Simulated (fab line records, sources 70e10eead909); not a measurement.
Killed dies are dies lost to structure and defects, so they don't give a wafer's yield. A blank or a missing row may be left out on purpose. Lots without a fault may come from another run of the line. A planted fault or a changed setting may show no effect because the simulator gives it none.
Which tool did it? | flow nand_harc | 14 lots, 42 wafers sampled, at 4 steps of a route of 1302

WHAT THE GAUGES READ, wafer by wafer
NHARC_P_CONTACT_INSPECT_27. Usual: raw_defect_count 319, standard deviation 120.
lot  | measured     | on                | raw_defect_count | flag
L833 | day 6 09:29  | defect_inspect-01 | 321 279 237      |
L834 | day 6 16:00  | defect_inspect-02 | 230 177 197      |
L835 | day 6 17:28  | defect_inspect-01 | 288 212 257      |
L840 | day 8 23:01  | defect_inspect-01 | 431 298 638      |
L842 | day 10 06:37 | defect_inspect-02 | 154 326 305      |
L845 | day 11 04:32 | defect_inspect-02 | 266 244 288      |
L846 | day 11 09:05 | defect_inspect-01 | 297 264 208      |
L850 | day 13 08:46 | defect_inspect-02 | 201 337 477      |
L851 | day 13 14:41 | defect_inspect-02 | 271 372 488      |
L852 | day 14 05:26 | defect_inspect-02 | 806 466 512      |
L853 | day 14 11:05 | defect_inspect-01 | 322 411 248      |
L854 | day 14 20:56 | defect_inspect-02 | 231 337 221      |
L855 | day 15 05:23 | defect_inspect-02 | 232 137 210      |
L856 | day 15 18:38 | defect_inspect-02 | 361 409 303      |

NHARC_P_M1_OVL_MEAS_10: pitch 260 nm. Usual: overlay_x_nm 0.0 nm, standard deviation 0.77; overlay_y_nm 0.0 nm, standard deviation 0.63.
lot  | measured     | on         | overlay_x_nm (nm) | overlay_y_nm (nm) | flag
L833 | day 6 14:32  | overlay-01 | 0.5 0.5 -0.3      | -0.3 0.1 0.6      |
L834 | day 6 21:11  | overlay-01 | 0.3 0.4 0.6       | -1.0 -0.8 -0.4    |
L835 | day 6 23:02  | overlay-01 | -0.7 -1.2 -0.3    | -0.4 -0.6 0.0     |
L840 | day 9 04:03  | overlay-02 | 0.7 0.2 0.8       | -0.2 -0.3 -1.1    |
L842 | day 10 11:33 | overlay-01 | -0.2 -0.1 0.5     | 0.2 -0.4 -0.2     |
L845 | day 11 09:45 | overlay-01 | -1.3 -0.9 -1.1    | -0.9 -0.8 -0.7    |
L846 | day 11 14:51 | overlay-02 | 0.2 0.3 0.5       | -0.1 -0.3 0.0     |
L850 | day 13 14:16 | overlay-02 | -0.5 -1.4 -1.0    | -0.5 -0.9 -1.2    |
L851 | day 13 19:44 | overlay-02 | -0.8 -0.7 -0.8    | -0.6 -0.2 0.2     |
L852 | day 14 10:32 | overlay-01 | -1.0 -1.1 -0.8    | 0.3 0.4 0.1       |
L853 | day 14 16:01 | overlay-01 | 0.0 0.4 0.5       | 0.8 0.0 0.9       |
L854 | day 15 01:52 | overlay-01 | 0.7 1.0 0.4       | -0.1 -0.2 -0.4    |
L855 | day 15 10:28 | overlay-01 | 0.1 0.0 0.0       | 0.4 0.7 0.1       |
L856 | day 15 23:43 | overlay-01 | -0.4 -0.8 -0.8    | 0.2 0.4 0.7       |

NHARC_P_M1_INSPECT_11. Usual: raw_defect_count 5, standard deviation 3.3.
lot  | measured     | on                | raw_defect_count | flag
L833 | day 6 14:34  | defect_inspect-01 | 8 5 5            |
L834 | day 6 21:13  | defect_inspect-02 | 3 2 3            |
L835 | day 6 23:04  | defect_inspect-01 | 2 4 3            |
L840 | day 9 04:05  | defect_inspect-02 | 4 5 3            |
L842 | day 10 11:35 | defect_inspect-01 | 1 3 0            |
L845 | day 11 09:47 | defect_inspect-02 | 5 3 1            |
L846 | day 11 14:53 | defect_inspect-02 | 8 6 9            |
L850 | day 13 14:19 | defect_inspect-01 | 2 3 4            |
L851 | day 13 19:46 | defect_inspect-01 | 7 6 9            |
L852 | day 14 10:35 | defect_inspect-01 | 6 6 3            |
L853 | day 14 16:02 | defect_inspect-01 | 4 3 1            |
L854 | day 15 01:55 | defect_inspect-02 | 6 3 5            |
L855 | day 15 10:30 | defect_inspect-02 | 17 12 9          |
L856 | day 15 23:46 | defect_inspect-02 | 17 13 9          |

WHICH TOOL RAN EACH LOT (tool, then ch and the chambers of the sampled wafers, then the start)
lot  | NHARC_P_M1_SOFTBAKE_04
L833 | litho_track-01 ch 0, day 6 14:00
L834 | litho_track-04 ch 0, day 6 20:00
L835 | litho_track-06 ch 0, day 6 22:00
L840 | litho_track-04 ch 0, day 9 03:00
L842 | litho_track-04 ch 0, day 10 11:00
L845 | litho_track-04 ch 0, day 11 09:00
L846 | litho_track-06 ch 0, day 11 14:00
L850 | litho_track-01 ch 0, day 13 13:00
L851 | litho_track-04 ch 0, day 13 19:00
L852 | litho_track-06 ch 0, day 14 10:00
L853 | litho_track-06 ch 0, day 14 15:00
L854 | litho_track-01 ch 0, day 15 01:00
L855 | litho_track-01 ch 0, day 15 09:00
L856 | litho_track-01 ch 0, day 15 23:00
- NHARC_P_M1_SOFTBAKE_04: time 55 s.

WHAT THE TOOLS THEMSELVES READ (means of the sampled wafers that have a number; where no wafer has one, the mark that the record gives instead)
NHARC_P_M1_SOFTBAKE_04. Usual: heater_power_total_W 188.47 W, standard deviation 0.14.
lot  | tool           | heater_power_total_W (W) | flag
L833 | litho_track-01 | 188.62                   |
L834 | litho_track-04 | 188.46                   |
L835 | litho_track-06 | 188.52                   |
L840 | litho_track-04 | 188.47                   |
L842 | litho_track-04 | 185.21                   | OFF
L845 | litho_track-04 | 185.30                   | OFF
L846 | litho_track-06 | 188.45                   |
L850 | litho_track-01 | 188.48                   |
L851 | litho_track-04 | 188.40                   |
L852 | litho_track-06 | 188.43                   |
L853 | litho_track-06 | 188.43                   |
L854 | litho_track-01 | 188.51                   |
L855 | litho_track-01 | 188.43                   |
L856 | litho_track-01 | 188.38                   |

THE ANSWER, worked out from the rows above alone
Rule: a lot is off if the mean of its wafers that have a number lies more than 3 standard deviations from the usual mean. A lot without any number at a reading at which 4 lots or more have one is off too. The other lots that the step has rows for count as sound. The gauges are gone through in route order, then the tools' own readings, and for those a lot's mean is taken as printed above. The first step at which some lot is off is used, and at that step the reading that is off furthest; a lot without a number counts as furthest.
Off: L842, L845, at NHARC_P_M1_SOFTBAKE_04 (heater_power_total_W).
A tool fits if, at that step or a process step before it, it ran every lot that is off, and no sound lot after the first of them. None of those tried fits.

WHAT THE SIMULATOR HAD PUT IN
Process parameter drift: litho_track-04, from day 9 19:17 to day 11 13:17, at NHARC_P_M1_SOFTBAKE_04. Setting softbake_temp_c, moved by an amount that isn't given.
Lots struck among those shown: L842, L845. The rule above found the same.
